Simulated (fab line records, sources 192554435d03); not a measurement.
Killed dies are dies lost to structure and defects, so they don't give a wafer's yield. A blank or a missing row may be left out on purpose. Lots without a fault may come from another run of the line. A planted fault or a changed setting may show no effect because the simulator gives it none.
Chamber matching | flow n5_finfet | N5_BEOL_M6_PECVD_70 on pecvd-03: 3 sister chambers
The step deposits SiO2 from TEOS/O2, target thk 20 nm, time 22.7 s. 6 wafers are shown with their chamber, then 10 later ones without.

WAFERS WITH THEIR CHAMBER
wafer  | chamber | showerhead_plenum_p_Torr (Torr) | heater_power_outer_w (W)
L083.1 | 2       | 8.75                            | 452
L083.4 | 1       | 8.77                            | 469
L084.1 | 2       | 8.76                            | 438
L084.4 | 0       | 8.85                            | 412
L092.2 | 0       | 8.84                            | 430
L092.4 | 1       | 8.76                            | 559

WAFERS WITHOUT THEIR CHAMBER
wafer  | showerhead_plenum_p_Torr (Torr) | heater_power_outer_w (W)
L092.6 | 8.85                            | 431
L087.1 | 8.86                            | 384
L087.2 | 8.78                            | 536
L087.3 | 8.75                            | 458
L093.2 | 8.85                            | 427
L093.3 | 8.77                            | 511
L093.6 | 8.79                            | 425
L097.1 | 8.76                            | 404
L097.3 | 8.76                            | 541
L097.6 | 8.78                            | 554

WHICH CHAMBER EACH WENT THROUGH
wafer  | from the rows above     | in truth
L092.6 | 0                       | 0
L087.1 | 0                       | 0
L087.2 | 1                       | 1
L087.3 | can't be placed: 2 or 1 | 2
L093.2 | 0                       | 0
L093.3 | 1                       | 1
L093.6 | can't be placed: 1 or 2 | 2
L097.1 | can't be placed: 2 or 1 | 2
L097.3 | can't be placed: 1 or 2 | 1
L097.6 | 1                       | 1
Placed correctly: 6 of 10. Can't be placed from these rows: 4 (the true chamber is among the candidates in 4). Placed wrongly: 0.
How it was worked out, from the rows above alone: a wafer's distance from a chamber is the root of the sum, over the readings, of the square of ((its reading less the chamber's mean) divided by the reading's scatter). The wafer belongs to the nearest chamber; if the next one is less than 2 further off, it can't be placed. A chamber's mean is the mean of its shown wafers. The scatter: the root of (the sum of the squares of (reading less its chamber's mean) over the shown wafers, divided by (wafers less chambers)).
